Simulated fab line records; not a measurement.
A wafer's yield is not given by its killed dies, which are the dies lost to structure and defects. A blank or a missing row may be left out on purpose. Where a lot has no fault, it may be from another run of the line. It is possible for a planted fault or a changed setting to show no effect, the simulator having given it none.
The same fault as seen by 2 desks + flow n5_finfet + every desk sees just its own numbers, and what lay behind them comes last

## THE TOOL OWNER'S DESK: pecvd-03
The tool's own readings at N5_BEOL_M7_DEP_56 (deposits SiCN from 3MS/NH3, target thk 10 nm, time 17.5 s): means of the sampled wafers that have a number, for each lot that ran on this tool. Any lot whose mean is over 4 standard deviations away from the usual mean is out of limits and marked OUT; that distance is given in the brackets.
Columns: A = showerhead_plenum_p_Torr at N5_BEOL_M7_DEP_56, usual 3.670 Torr; B = throttle_valve_pct at N5_BEOL_M7_DEP_56, usual 9.2 %
| lot  | first seen here | A     | B   |
|------|-----------------|-------|-----|
| L783 | day 9 14:41     | 3.689 | 9.3 |
| L796 | day 14 02:34    | 3.696 | 9.8 |
| L801 | day 17 00:44    | 3.692 | 9.8 |
Result from this desk: across the 3 lots, nothing is out of limits.

## FROM THE METROLOGY DESK
What the gauges read, lot by lot, whatever tool the lot ran on: means of the sampled wafers that have a number. Any lot whose mean is over 4 standard deviations away from the usual mean is out of limits and marked OUT; that distance is given in the brackets.
Columns: A = M7_THK at N5_BEOL_M7_THK_MEAS_53, usual 80.0 nm; B = M7_RS at N5_BEOL_M7_RS_MEAS_57, usual 0.287 ohm/sq
| lot  | first seen here | A    | B     |
|------|-----------------|------|-------|
| L783 | day 9 14:38     | 81.5 | 0.278 |
| L792 | day 12 15:04    | 80.4 | 0.286 |
| L794 | day 13 06:54    | 79.9 | 0.286 |
| L796 | day 14 02:30    | 77.5 | 0.297 |
| L801 | day 17 00:40    | 78.8 | 0.289 |
Result from this desk: across the 5 lots, nothing is out of limits.

## ALL TOGETHER
The desk of the tool owner found nothing out of limits.
From the metrology desk's view, nothing was out of limits.

## WHAT THE SIMULATOR PUT IN
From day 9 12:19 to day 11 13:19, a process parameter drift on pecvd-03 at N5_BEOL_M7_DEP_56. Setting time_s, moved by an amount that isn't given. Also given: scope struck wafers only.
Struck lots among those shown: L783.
